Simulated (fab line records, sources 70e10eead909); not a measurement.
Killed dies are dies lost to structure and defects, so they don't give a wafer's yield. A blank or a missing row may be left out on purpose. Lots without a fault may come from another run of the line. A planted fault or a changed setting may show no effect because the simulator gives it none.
fab line records | flow nand_harc
record lots=24 wafers=72 last_day=26
route steps=1159 shown P_GATE@170 P_CONTACT@242 P_M0@263
lots that met no fault: from a run of the same line without faults
start_h: hours from the record's first day to the start of the lot's first wafer shown | wait_h: hours since the lot's step before | " the same as in the row above | L1.1+2: a row that stands for several wafers | - no value, or no start given | * or withheld: withheld | < > ~ a bound
route shown NAME@n: a module of which the file shows steps, and the number in the route of the first | usual: mean/standard deviation of fault-free wafers | same: alike in all rows | chamber/n: place in a boat | sites: the reading at each site | _std_site: their standard deviation | _edge_site: outer sites' mean less inner sites' | radius_mm: how far each site lies from the wafer's centre | mask NAME#n: copy n | behind: the tool/chamber that last shaped the wafer | hold: why the lot was held/for how many hours/how that ended | device: the transistor (n, p or np) that didn't switch | end of line: the same wafers' tests at the end of the route | a step without rows: its recipe alone | killed: dies lost to structure and defects at the first sort, not the wafer's yield | map: a wafer's dies, x killed, . not, _ none there
set.NAME: the setting as run; set.NAME@STEP: as run at that earlier step | model.NAME: the simulator's own value behind a step, which no gauge read
steps of the route over a sample of lots; a table a step, a row a wafer
services: from which hour (start_h, from the record's first day; less than 0 if before it) a tool's chamber was out of use, for how many hours, and why
## steps
# step NHARC_P_GATE_CD_MEAS_46
# recipe target_cd_nm=720 landing_energy_ev=500
# usual cd_nm=720.1/2.5
# columns lot.wafer tool chamber start_h wait_h cd_nm
L074.1 cd_sem-02 0 103.38 - 722.5
L074.3 " 0 " " 721.6
L074.6 " 0 " " 723.3
L075.3 cd_sem-03 0 109.21 - 723.3
L075.4 " 0 " " 718.8
L075.5 " 0 " " 715.7
L076.1 cd_sem-01 0 110.22 - 720.8
L076.3 " 0 " " 720.9
L076.6 " 0 " " 722.4
L077.3 cd_sem-01 0 124.86 - 720.9
L077.5 " 0 " " 721.3
L077.6 " 0 " " 717.2
L078.1 cd_sem-03 0 125.26 - 713.7
L078.3 " 0 " " 719.8
L078.5 " 0 " " 721.1
L079.2 cd_sem-02 0 130.53 - 719.0
L079.3 " 0 " " 721.0
L079.4 " 0 " " 715.4
L080.1 cd_sem-02 0 142.12 - 721.3
L080.4 " 0 " " 719.9
L080.5 " 0 " " 717.7
L082.3 cd_sem-03 0 146.56 - 723.2
L082.5 " 0 " " 720.4
L082.6 " 0 " " 716.0
L081.4 cd_sem-01 0 149.90 - 722.3
L081.5 " 0 " " 717.6
L081.6 " 0 " " 721.0
L083.1 cd_sem-01 0 154.58 - 721.4
L083.3 " 0 " " 725.8
L083.5 " 0 " " 717.4
L084.1 cd_sem-01 0 161.88 - 719.7
L084.3 " 0 " " 716.3
L084.6 " 0 " " 716.7
L085.3 cd_sem-02 0 170.18 - 722.6
L085.4 " 0 " " 715.8
L085.6 " 0 " " 722.2
L086.2 cd_sem-01 0 179.14 - 718.0
L086.3 " 0 " " 721.4
L086.4 " 0 " " 720.2
L087.1 cd_sem-02 0 179.59 - 721.5
L087.3 " 0 " " 722.5
L087.5 " 0 " " 718.5
L088.1 cd_sem-01 0 187.01 - 717.6
L088.2 " 0 " " 713.6
L088.6 " 0 " " 720.2
L089.1 cd_sem-02 0 187.17 - 719.6
L089.2 " 0 " " 722.1
L089.5 " 0 " " 719.0
L090.1 cd_sem-03 0 199.45 - 724.9
L090.3 " 0 " " 717.4
L090.6 " 0 " " 720.7
L091.3 cd_sem-02 0 199.61 - 721.8
L091.4 " 0 " " 722.2
L091.5 " 0 " " 720.3
L094.1 cd_sem-03 0 217.15 - 723.3
L094.4 " 0 " " 716.3
L094.6 " 0 " " 722.3
L092.2 cd_sem-02 0 217.81 - 720.5
L092.3 " 0 " " 719.6
L092.5 " 0 " " 719.7
L093.4 cd_sem-03 0 217.97 - 717.9
L093.5 " 0 " " 720.5
L093.6 " 0 " " 713.7
L095.1 cd_sem-03 0 228.77 - 720.4
L095.2 " 0 " " 720.9
L095.4 " 0 " " 721.9
L096.3 cd_sem-03 0 234.44 - 719.3
L096.5 " 0 " " 719.2
L096.6 " 0 " " 721.4
L097.1 cd_sem-03 0 243.11 - 720.3
L097.2 " 0 " " 718.8
L097.6 " 0 " " 717.8
# step NHARC_P_GATE_DESCUM_61
# recipe time_s=3 o2_flow_sccm=200 ar_flow_sccm=0 bias_power_w=0 chemistry=O2
# usual drypump_motor_current_A=5.8/0.5 oes_product_au=0.998/0.0095 rf_vpp_V=57.8/0.94 showerhead_plenum_p_Torr=1.93/0.085 throttle_valve_pct=11.311/0.0089
# columns lot.wafer tool chamber start_h wait_h drypump_motor_current_A oes_product_au rf_hours_counter_h rf_vpp_V showerhead_plenum_p_Torr throttle_valve_pct
L074.1 rie_diel-07 0 105.54 - 6.8 0.999 16 59.2 1.86 11.302
L074.3 " 0 " " 6.7 1.001 - 56.9 1.86 11.308
L074.6 " 0 " " 6.7 1.004 - 57.3 1.86 11.311
L075.4 rie_diel-07 3 111.20 - 5.6 1.003 - 59.3 2.07 11.328
L075.3 " 0 " " 6.7 0.996 - 57.9 1.86 11.310
L075.5 " 0 " " 6.7 1.002 - 58.4 1.86 11.324
L076.1 rie_diel-13 0 112.21 - 5.6 0.989 2 57.0 1.93 11.317
L076.3 " 2 " " 6.0 1.009 2 56.5 1.83 11.324
L076.6 " 1 " " 5.2 1.002 - 60.1 1.96 11.298
L077.3 rie_diel-11 0 126.80 - 5.8 1.005 41 58.1 1.96 11.312
L077.5 " 1 " " 5.5 0.999 - 59.6 2.02 11.319
L077.6 " 2 " " 5.5 0.987 - 58.2 1.79 11.305
L078.1 rie_diel-11 3 127.47 - 6.6 1.009 40 59.1 1.98 11.320
L078.3 " 0 " " 5.8 0.994 41 58.1 1.96 11.309
L078.5 " 1 " " 5.5 1.003 - 57.8 2.02 11.312
L079.4 rie_diel-13 2 133.33 - 6.0 1.006 6 58.3 1.83 11.310
L079.3 " 3 " " 6.2 0.986 5 58.9 2.00 11.315
L079.2 " 0 " " 5.6 1.003 5 58.0 1.93 11.311
L080.1 rie_diel-11 3 144.50 - 6.6 1.006 45 58.2 1.98 11.311
L080.4 " 2 " " 5.5 0.983 45 58.0 1.79 11.316
L080.5 " 0 " " 5.8 0.999 - 58.7 1.96 11.309
L082.3 rie_diel-13 0 149.58 - 5.6 0.998 9 57.8 1.93 11.309
L082.5 " 2 " " 6.1 0.989 - 57.2 1.82 11.314
L082.6 " 3 " " 6.2 0.986 - 58.1 2.00 11.307
L081.4 rie_diel-11 1 152.25 - 5.5 0.997 51 58.0 2.02 11.327
L081.5 " 0 " " 5.8 1.003 - 57.6 1.95 11.320
L081.6 " 1 " " 5.5 0.986 - 59.1 2.02 11.321
L083.3 rie_diel-11 0 157.11 - 5.8 1.013 52 58.0 1.95 11.305
L083.1 " 1 " " 5.5 0.994 53 58.2 2.02 11.315
L083.5 " 2 " " 5.5 0.986 - 57.0 1.79 11.302
L084.3 rie_diel-11 3 164.26 - 6.6 0.997 54 58.9 1.98 11.326
L084.1 " 1 " " 5.5 1.004 57 58.1 2.02 11.312
L084.6 " 2 " " 5.5 0.987 - 57.2 1.79 11.298
L085.3 rie_diel-13 0 172.20 - 5.6 0.987 13 57.2 1.92 11.325
L085.4 " 1 " " 5.2 0.991 12 56.2 1.96 11.307
L085.6 " 3 " " 6.2 0.978 - 56.3 2.00 11.317
L086.3 rie_diel-11 1 181.05 - 5.5 1.002 64 59.9 2.01 11.312
L086.2 " 0 " " 5.8 1.010 62 58.1 1.95 11.313
L086.4 " 2 " " 5.5 0.996 - 56.8 1.79 11.313
L087.3 rie_diel-07 0 181.73 - 6.7 0.998 43 56.5 1.86 11.327
L087.1 " 2 " " 6.0 0.997 25 57.3 2.02 11.312
L087.5 " 3 " " 5.5 1.002 - 57.9 2.06 11.310
L088.1 rie_diel-11 0 188.95 - 5.8 1.005 65 58.0 1.95 11.308
L088.2 " 3 " " 6.6 1.006 59 58.0 1.97 11.312
L088.6 " 3 " " 6.6 0.999 - 57.8 1.97 11.318
L089.1 rie_diel-11 0 189.29 - 5.8 1.007 65 57.6 1.95 11.301
L089.2 " 3 " " 6.6 1.019 59 57.2 1.97 11.313
L089.5 " 2 " " 5.5 0.985 - 58.0 1.79 11.295
L090.1 rie_diel-11 1 201.42 - 5.5 0.978 1 58.0 2.01 11.315
L090.3 " 3 " " 6.6 1.006 1 57.6 1.97 11.310
L090.6 " 1 " " 5.5 0.989 - 57.4 2.01 11.307
L091.4 rie_diel-13 1 201.70 - 5.2 0.986 17 59.0 1.95 11.318
L091.3 " 3 " " 6.2 1.006 18 58.6 1.99 11.322
L091.5 " 2 " " 6.0 1.004 - 56.6 1.82 11.322
L094.4 rie_diel-07 0 219.07 - 6.7 0.993 57 58.5 1.85 11.320
L094.1 " 2 " " 6.0 1.001 38 58.3 2.01 11.298
L094.6 " 1 " " 4.7 1.003 - 57.6 1.87 11.316
L092.2 rie_diel-13 3 219.62 - 6.2 0.988 22 59.5 1.99 11.308
L092.3 " 0 " " 5.5 0.992 22 58.1 1.92 11.291
L092.5 " 3 " " 6.2 0.981 - 58.5 1.99 11.312
L093.4 rie_diel-11 2 219.90 - 5.5 0.998 8 56.6 1.78 11.316
L093.5 " 2 " " 5.5 1.002 - 56.2 1.78 11.306
L093.6 " 3 " " 6.6 0.996 - 57.5 1.97 11.305
L095.4 rie_diel-11 3 230.65 - 6.6 1.010 14 57.3 1.97 11.290
L095.1 " 0 " " 5.8 0.994 14 57.9 1.94 11.312
L095.2 " 1 " " 5.5 0.978 12 57.0 2.01 11.290
L096.3 rie_diel-13 3 236.37 - 6.2 0.994 25 58.4 1.99 11.314
L096.6 " 2 " " 6.0 1.009 - 57.7 1.82 11.312
L096.5 " 1 " " 5.2 1.006 - 58.5 1.95 11.315
L097.2 rie_diel-07 1 245.03 - 4.8 1.007 2 59.3 1.86 11.308
L097.1 " 2 " " 5.9 1.022 2 58.4 2.01 11.307
L097.6 " 1 " " 4.8 1.012 - 57.9 1.86 11.312
# step NHARC_P_CONTACT_STRIP_28
# recipe o2_flow_sccm=500 ar_flow_sccm=0 bias_w=0 chemistry=O2
# usual drypump_motor_current_A=5.5/0.46 oes_product_au=1.005/0.013 rf_vpp_V=57.7/0.96 showerhead_plenum_p_Torr=3.55/0.14 throttle_valve_pct=17.035/0.0097
# columns lot.wafer tool chamber start_h wait_h drypump_motor_current_A oes_product_au rf_hours_counter_h rf_vpp_V showerhead_plenum_p_Torr throttle_valve_pct
L074.1 rie_diel-01 3 112.94 0.1 5.8 1.021 14 57.7 3.42 17.040
L074.3 " 0 " " 4.9 0.995 14 58.2 3.55 17.013
L074.6 " 2 " " 5.7 0.986 - 58.4 3.77 17.032
L075.3 rie_diel-01 2 118.86 0.1 5.7 0.996 16 58.6 3.77 17.037
L075.4 " 3 " " 5.8 1.018 14 58.4 3.42 17.049
L075.5 " 1 " " 5.2 1.019 - 58.1 3.40 17.008
L076.3 rie_diel-01 2 119.80 0.1 5.7 0.992 16 57.5 3.77 17.027
L076.1 " 0 " " 4.9 1.017 15 58.6 3.54 17.051
L076.6 " 2 " " 5.7 0.988 - 57.6 3.77 17.035
L077.3 rie_diel-12 3 135.18 0.1 6.0 0.999 33 59.2 3.65 17.020
L077.6 " 1 " " 5.9 0.997 - 57.6 3.66 17.023
L077.5 " 2 " " 6.2 1.010 - 57.7 3.73 17.040
L078.1 rie_diel-01 1 136.06 0.1 5.2 1.029 17 57.1 3.40 17.040
L078.3 " 3 " " 5.8 1.029 17 57.6 3.42 17.040
L078.5 " 0 " " 4.9 1.009 - 57.2 3.54 17.028
L079.3 rie_diel-04 2 140.63 0.1 5.3 1.013 2 56.3 3.71 17.038
L079.2 " 3 " " 6.6 0.987 2 59.1 3.60 17.032
L079.4 " 0 " " 5.3 1.016 2 57.0 3.39 17.023
L080.1 rie_diel-01 3 152.42 0.1 5.8 0.999 1 58.0 3.42 17.028
L080.4 " 2 " " 5.7 0.987 1 58.5 3.76 17.050
L080.5 " 3 " " 5.8 0.999 - 57.2 3.42 17.035
L082.3 rie_diel-01 1 157.18 0.1 5.2 1.013 1 54.4 3.40 17.035
L082.6 " 3 " " 5.8 0.997 - 56.4 3.42 17.039
L082.5 " 1 " " 5.2 1.011 - 57.6 3.40 17.046
L081.4 rie_diel-01 3 161.86 0.1 5.8 0.995 - 57.9 3.42 17.051
L081.5 " 1 " " 5.2 1.017 - 57.1 3.40 17.032
L081.6 " 2 " " 5.7 0.995 - 57.6 3.76 17.034
L083.3 rie_diel-04 1 165.26 0.1 5.0 1.022 5 57.7 3.47 17.030
L083.1 " 3 " " 6.5 1.000 5 57.0 3.60 17.039
L083.5 " 1 " " 5.0 1.022 - 58.3 3.47 17.026
L084.3 rie_diel-01 3 171.81 0.1 5.8 1.008 3 59.2 3.42 17.034
L084.1 " 1 " " 5.2 1.015 3 58.3 3.40 17.019
L084.6 " 3 " " 5.8 1.003 - 57.9 3.42 17.042
L085.4 rie_diel-04 1 179.82 0.1 5.0 1.008 7 57.4 3.47 17.043
L085.3 " 2 " " 5.3 1.007 7 58.4 3.71 17.022
L085.6 " 1 " " 5.0 0.999 - 58.4 3.47 17.040
L086.4 rie_diel-12 2 188.32 0.1 6.2 1.004 54 58.6 3.72 17.028
L086.3 " 3 " " 6.0 1.006 55 58.0 3.64 17.045
L086.2 " 0 " " 5.7 0.989 59 56.5 3.52 17.039
L087.3 rie_diel-01 1 189.18 0.1 5.2 1.009 4 56.8 3.39 17.037
L087.1 " 2 " " 5.7 0.977 4 56.5 3.76 17.030
L087.5 " 0 " " 4.9 0.978 - 58.8 3.54 17.041
L088.1 rie_diel-04 2 196.63 0.1 5.3 1.010 8 59.7 3.71 17.050
L088.2 " 1 " " 5.0 1.007 8 58.0 3.47 17.042
L088.6 " 3 " " 6.6 0.985 - 56.8 3.60 17.037
L089.1 rie_diel-04 1 197.42 0.1 5.0 1.023 8 57.0 3.47 17.039
L089.2 " 3 " " 6.5 0.988 8 57.6 3.60 17.049
L089.5 " 2 " " 5.3 1.017 - 57.1 3.71 17.034
L090.1 rie_diel-01 2 208.73 0.1 5.7 0.994 6 57.8 3.76 17.051
L090.3 " 3 " " 5.8 0.998 6 57.7 3.42 17.061
L090.6 " 1 " " 5.2 1.014 - 57.4 3.39 17.038
L091.4 rie_diel-01 1 218.92 0.1 5.2 1.011 7 58.0 3.39 17.031
L091.3 " 3 " " 5.8 1.002 6 58.1 3.42 17.027
L091.5 " 2 " " 5.7 0.998 - 59.6 3.76 17.034
L094.4 rie_diel-04 3 226.98 0.1 6.6 0.986 11 58.3 3.60 17.026
L094.1 " 2 " " 5.3 1.008 11 58.0 3.71 17.035
L094.6 " 3 " " 6.5 0.988 - 59.4 3.60 17.039
L093.4 rie_diel-01 3 227.70 0.1 5.8 1.005 8 56.8 3.42 17.020
L093.6 " 3 " " 5.8 1.018 - 57.3 3.42 17.048
L093.5 " 0 " " 4.9 0.984 - 58.3 3.54 17.031
L092.2 rie_diel-01 1 228.01 0.1 5.2 1.016 8 58.8 3.39 17.016
L092.3 " 0 " " 4.9 0.997 5 57.7 3.54 17.045
L092.5 " 2 " " 5.7 0.993 - 59.6 3.76 17.014
L095.4 rie_diel-01 0 238.42 0.1 4.9 0.993 6 57.3 3.54 17.030
L095.1 " 1 " " 5.2 1.025 9 57.5 3.39 17.034
L095.2 " 3 " " 5.8 1.008 9 57.6 3.42 17.032
L096.3 rie_diel-01 3 244.36 0.1 5.8 1.001 9 56.4 3.42 17.031
L096.6 " 1 " " 5.2 1.005 - 57.7 3.39 17.032
L096.5 " 2 " " 5.7 0.994 - 58.1 3.76 17.023
L097.2 rie_diel-12 3 252.44 0.1 6.0 1.001 18 59.2 3.63 17.035
L097.1 " 0 " " 5.7 1.020 18 57.5 3.51 17.020
L097.6 " 3 " " 6.0 0.996 - 58.6 3.63 17.034
# step NHARC_P_M0_CD_MEAS_09
# recipe target_cd_nm=90 landing_energy_ev=500
# usual cd_nm=90.7/0.87
# columns lot.wafer tool chamber start_h wait_h cd_nm
L074.1 cd_sem-03 0 116.52 - 91.4
L074.3 " 0 " " 91.1
L074.6 " 0 " " 92.6
L075.3 cd_sem-01 0 125.07 - 92.1
L075.4 " 0 " " 90.6
L075.5 " 0 " " 91.8
L076.1 cd_sem-01 0 125.60 - 90.1
L076.3 " 0 " " 89.3
L076.6 " 0 " " 90.1
L077.3 cd_sem-02 0 141.88 - 92.1
L077.5 " 0 " " 91.3
L077.6 " 0 " " 91.5
L078.1 cd_sem-02 0 142.41 - 90.8
L078.3 " 0 " " 91.0
L078.5 " 0 " " 91.2
L079.2 cd_sem-02 0 148.07 - 91.2
L079.3 " 0 " " 91.0
L079.4 " 0 " " 91.3
L080.1 cd_sem-02 0 155.35 - 92.1
L080.4 " 0 " " 91.6
L080.5 " 0 " " 92.2
L082.3 cd_sem-02 0 160.77 - 90.6
L082.5 " 0 " " 90.2
L082.6 " 0 " " 90.6
L081.4 cd_sem-03 0 168.36 - 90.6
L081.5 " 0 " " 91.3
L081.6 " 0 " " 91.4
L083.1 cd_sem-01 0 173.95 - 90.4
L083.3 " 0 " " 91.0
L083.5 " 0 " " 90.3
L084.1 cd_sem-02 0 178.62 - 90.0
L084.3 " 0 " " 90.1
L084.6 " 0 " " 90.6
L085.3 cd_sem-01 0 191.30 - 90.2
L085.4 " 0 " " 90.8
L085.6 " 0 " " 89.9
L087.1 cd_sem-03 0 192.27 - 90.9
L087.3 " 0 " " 92.1
L087.5 " 0 " " 91.3
L086.2 cd_sem-02 0 192.51 - 90.2
L086.3 " 0 " " 89.8
L086.4 " 0 " " 89.1
L088.1 cd_sem-03 0 206.55 - 90.8
L088.2 " 0 " " 91.2
L088.6 " 0 " " 90.6
L089.1 cd_sem-02 0 207.57 - 89.0
L089.2 " 0 " " 89.1
L089.5 " 0 " " 88.8
L090.1 cd_sem-02 0 216.33 - 89.7
L090.3 " 0 " " 89.8
L090.6 " 0 " " 89.5
L091.3 cd_sem-01 0 222.00 - 89.3
L091.4 " 0 " " 89.8
L091.5 " 0 " " 89.8
L094.1 cd_sem-01 0 229.92 - 91.8
L094.4 " 0 " " 92.4
L094.6 " 0 " " 91.7
L093.4 cd_sem-02 0 239.22 - 90.5
L093.5 " 0 " " 91.2
L093.6 " 0 " " 90.3
L092.2 cd_sem-01 0 239.36 - 90.6
L092.3 " 0 " " 90.2
L092.5 " 0 " " 91.5
L095.1 cd_sem-03 0 241.47 - 90.1
L095.2 " 0 " " 89.9
L095.4 " 0 " " 90.5
L096.3 cd_sem-03 0 247.38 - 90.7
L096.5 " 0 " " 91.4
L096.6 " 0 " " 91.2
L097.1 cd_sem-02 0 255.36 - 90.6
L097.2 " 0 " " 91.0
L097.6 " 0 " " 91.3
# step NHARC_P_M0_ETCH_15
# recipe target_depth_a=1500 overetch_a=150 time_s=82.5 c4f8_flow_sccm=withheld ar_flow_sccm=400 rf_w=600 bias_w=300 chemistry=C4F8/Ar
# usual oes_product_au=0.952/0.024 rf_vpp_V=439.8/2.9
# columns lot.wafer tool chamber start_h wait_h oes_product_au rf_hours_counter_h rf_vpp_V
L074.3 rie_diel-06 0 - - 0.943 3 440.7
L074.1 " 1 " " 0.971 3 436.4
L074.6 " 3 " " 0.947 - 437.4
L075.4 rie_diel-06 2 - - 0.956 3 440.6
L075.3 " 3 " " 0.933 3 436.2
L075.5 " 0 " " 0.960 - 440.8
L076.1 rie_diel-06 3 - - 0.952 3 436.6
L076.3 " 0 " " 0.941 4 442.7
L076.6 " 0 " " 0.941 - 442.1
L077.3 rie_diel-06 2 - - 0.971 4 440.1
L077.5 " 0 " " 0.937 - 440.7
L077.6 " 1 " " 0.957 - 437.7
L078.1 rie_diel-10 0 - - 0.971 9 437.7
L078.3 " 1 " " 0.983 9 440.3
L078.5 " 0 " " 0.966 - 437.5
L079.4 rie_diel-08 3 - - 0.961 1 436.9
L079.2 " 1 " " 0.978 1 446.3
L079.3 " 2 " " 0.973 1 440.4
L080.1 rie_diel-08 1 - - 0.980 1 445.0
L080.4 " 2 " " 0.940 1 439.5
L080.5 " 2 " " 0.936 - 442.0
L082.3 rie_diel-08 3 - - 0.940 1 438.4
L082.5 " 0 " " 0.946 - 439.0
L082.6 " 1 " " 0.963 - 444.1
L081.4 rie_diel-10 3 - - 0.921 11 445.2
L081.5 " 1 " " 0.933 - 439.5
L081.6 " 2 " " 0.900 - 439.0
L083.1 rie_diel-08 3 - - 0.962 2 437.1
L083.3 " 1 " " 0.971 2 445.7
L083.5 " 1 " " 0.969 - 445.7
L084.3 rie_diel-06 1 - - 0.924 8 435.8
L084.1 " 3 " " 0.916 7 437.0
L084.6 " 2 " " 0.920 - 440.6
L085.3 rie_diel-06 3 - - 0.906 8 437.7
L085.4 " 0 " " 0.914 9 443.2
L085.6 " 3 " " 0.898 - 436.5
L087.1 rie_diel-08 3 192.73 0.1 0.935 4 437.0
L087.3 " 3 " " 0.940 - 435.9
L087.5 " 2 " " 0.944 - 440.8
L086.3 rie_diel-10 0 - - 0.975 0 436.0
L086.2 " 1 " " 0.964 0 438.4
L086.4 " 3 " " 1.003 1 446.7
L088.2 rie_diel-06 1 - - 0.915 11 436.5
L088.1 " 0 " " 0.916 11 442.0
L088.6 " 2 " " 0.930 - 440.9
L089.1 rie_diel-06 0 - - 0.914 11 440.7
L089.2 " 1 " " 0.915 11 437.2
L089.5 " 3 " " 0.905 - 436.6
L090.3 rie_diel-10 2 - - 0.948 2 437.9
L090.1 " 3 " " 0.988 2 444.3
L090.6 " 1 " " 0.979 - 439.6
L091.4 rie_diel-10 0 - - 0.994 3 435.6
L091.3 " 2 " " 0.958 2 437.3
L091.5 " 3 " " 0.991 - 443.9
L094.1 rie_diel-08 0 - - 0.972 4 439.9
L094.4 " 2 " " 0.967 6 440.2
L094.6 " 0 " " 0.966 - 437.9
L093.4 rie_diel-08 2 - - 0.975 7 440.8
L093.6 " 1 " " 0.966 - 445.4
L093.5 " 2 " " 0.974 - 439.9
L092.3 rie_diel-10 3 - - 0.966 4 445.4
L092.2 " 2 " " 0.942 3 438.1
L092.5 " 3 " " 0.971 - 445.6
L095.1 rie_diel-08 2 - - 0.974 7 439.5
L095.4 " 3 " " 0.950 7 438.3
L095.2 " 0 " " 0.994 4 439.4
L096.3 rie_diel-08 2 - - 0.956 8 440.1
L096.5 " 2 " " 0.957 - 440.4
L096.6 " 3 " " 0.948 - 437.2
L097.2 rie_diel-10 3 - - 1.004 6 445.5
L097.1 " 0 " " 0.991 7 437.4
L097.6 " 2 " " 0.952 - 437.2
# step NHARC_P_M0_PVD_21
# recipe target_thk_a=300 chamber_pressure_pa=5 power_w=5000 substrate_temp_c=30 time_s=20.49 material=Cu
# usual throttle_valve_pct=30.2/1.2
# columns lot.wafer tool chamber start_h wait_h throttle_valve_pct
L074.1 pvd_sputter-02 - - - 28.4
L074.3 " - " " 29.8
L074.6 " - " " 30.0
L075.4 pvd_sputter-03 - - - 30.4
L075.3 " - " " 30.3
L075.5 " - " " 31.2
L076.1 pvd_sputter-03 - - - 31.0
L076.3 " - " " 30.1
L076.6 " - " " 29.9
L077.3 pvd_sputter-02 - - - 29.0
L077.6 " - " " 30.0
L077.5 " - " " 28.3
L078.3 pvd_sputter-03 - - - 31.0
L078.1 " - " " 30.3
L078.5 " - " " 30.8
L079.2 pvd_sputter-01 - - - 28.8
L079.4 " - " " 30.7
L079.3 " - " " 33.0
L080.4 pvd_sputter-01 - - - 32.1
L080.1 " - " " 29.2
L080.5 " - " " 32.4
L082.3 pvd_sputter-02 - - - 30.0
L082.5 " - " " 30.3
L082.6 " - " " 28.3
L081.4 pvd_sputter-02 - - - 29.2
L081.5 " - " " 29.0
L081.6 " - " " 30.4
L083.1 pvd_sputter-01 - - - 31.7
L083.3 " - " " 29.2
L083.5 " - " " 32.1
L084.3 pvd_sputter-03 - - - 30.3
L084.1 " - " " 29.9
L084.6 " - " " 30.2
L085.3 pvd_sputter-03 - - - 29.3
L085.4 " - " " 30.2
L085.6 " - " " 30.5
L087.3 pvd_sputter-03 - - - 31.2
L087.1 " - " " 30.0
L087.5 " - " " 30.2
L086.2 pvd_sputter-01 - - - 32.0
L086.3 " - " " 29.1
L086.4 " - " " 29.2
L088.1 pvd_sputter-03 - - - 29.1
L088.2 " - " " 30.0
L088.6 " - " " 30.6
L089.1 pvd_sputter-03 - - - 30.7
L089.2 " - " " 30.0
L089.5 " - " " 30.3
L090.1 pvd_sputter-03 - - - 30.4
L090.3 " - " " 30.2
L090.6 " - " " 31.2
L091.4 pvd_sputter-01 - - - 31.8
L091.3 " - " " 29.3
L091.5 " - " " 29.0
L094.1 pvd_sputter-01 - - - 32.1
L094.4 " - " " 28.5
L094.6 " - " " 28.9
L093.4 pvd_sputter-02 - - - 30.7
L093.5 " - " " 30.5
L093.6 " - " " 28.9
L092.2 pvd_sputter-01 - - - 29.3
L092.3 " - " " 31.7
L092.5 " - " " 32.3
L095.1 pvd_sputter-01 - - - 32.4
L095.4 " - " " 29.0
L095.2 " - " " 32.0
L096.3 pvd_sputter-03 - - - 30.6
L096.6 " - " " 29.4
L096.5 " - " " 30.1
L097.1 pvd_sputter-01 - - - 32.0
L097.2 " - " " 28.8
L097.6 " - " " 32.4
## services
# columns tool chamber start_h hours kind
rie_diel-01 3 89.62 5.3 repair
rie_diel-08 - 93.94 0.2 repair
rie_diel-13 - 99.00 9.0 pm
pvd_sputter-03 - 102.02 10.0 pm
rie_diel-07 1 102.82 16.8 repair
rie_diel-04 - 111.90 9.0 pm
rie_diel-08 - 124.80 9.0 pm
rie_diel-01 - 137.80 9.0 pm
rie_diel-06 - 147.22 0.9 repair
pvd_sputter-01 - 158.02 10.0 pm
rie_diel-08 0 170.37 33.7 repair
rie_diel-01 - 172.81 9.5 repair
rie_diel-11 3 174.31 11.6 repair
rie_diel-10 - 176.50 9.0 pm
rie_diel-06 - 178.28 0.2 repair
rie_diel-08 1 180.27 17.2 repair
rie_diel-11 1 181.20 9.2 repair
rie_diel-11 - 189.54 9.0 pm
rie_diel-08 1 219.20 8.3 repair
rie_diel-13 0 225.81 19.4 repair
rie_diel-06 - 239.30 0.7 repair
rie_diel-06 - 241.20 9.0 pm
rie_diel-01 3 245.78 4.6 repair
rie_diel-01 2 246.94 5.6 repair
## key
fault none
